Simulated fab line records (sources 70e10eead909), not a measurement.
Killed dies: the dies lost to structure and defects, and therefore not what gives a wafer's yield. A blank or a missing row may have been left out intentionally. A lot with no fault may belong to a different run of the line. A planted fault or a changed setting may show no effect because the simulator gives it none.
Chamber matching ; flow nand_harc ; NHARC_P_CONTACT_DEP_30 on pecvd-03: 3 sister chambers
The step deposits SiNx, target thk 30 nm. 22 wafers are shown with their chamber, then 11 later ones without.

## WAFERS, EACH WITH ITS CHAMBER
wafer;chamber;heater_power_w (W)
L076.1;2;817
L076.4;1;755
L076.5;2;856
L078.1;0;757
L078.2;2;771
L078.6;2;767
L079.2;1;762
L079.4;0;755
L079.5;2;787
L081.1;0;700
L081.4;1;752
L081.5;2;778
L083.3;1;716
L083.4;0;725
L083.6;2;787
L084.1;2;736
L084.4;1;734
L084.5;0;748
L085.2;1;688
L085.3;0;749
L085.6;0;774
L088.2;2;746

SIGNATURES (means of the wafers above)
reading;chamber 0;chamber 1;chamber 2;scatter within a chamber
heater_power_w;744.00;734.50;782.78;30.8
Rule: distance of a wafer from a chamber = root of the sum over the readings of ((wafer's reading minus chamber's mean) / reading's scatter) squared. If the next closest chamber is less than 2 further off than the closest, the wafer can't be placed; otherwise it belongs to the closest. The scatter: take each reading less its chamber's mean, square it, sum over the shown wafers, divide by the number of wafers less the number of chambers, and take the root.

## WAFERS MISSING THEIR CHAMBER
wafer;heater_power_w (W)
L088.5;681
L088.6;744
L093.1;782
L093.2;763
L093.5;746
L094.1;611
L094.2;724
L094.3;758
L095.1;740
L095.2;730
L095.6;710

## EACH ONE'S CHAMBER
wafer;from the rows above;in truth
L088.5;can't be placed: 1 or 0 or 2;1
L088.6;can't be placed: 0 or 1 or 2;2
L093.1;can't be placed: 2 or 0 or 1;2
L093.2;can't be placed: 0 or 2 or 1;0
L093.5;can't be placed: 0 or 1 or 2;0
L094.1;can't be placed: 1 or 0 or 2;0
L094.2;can't be placed: 1 or 0 or 2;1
L094.3;can't be placed: 0 or 1 or 2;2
L095.1;can't be placed: 0 or 1 or 2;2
L095.2;can't be placed: 1 or 0 or 2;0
L095.6;can't be placed: 1 or 0 or 2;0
Correct placement for 0 of the 11. From these rows, 11 cannot be placed; in 11 the true chamber is one of the candidates. Placed wrongly: 0.
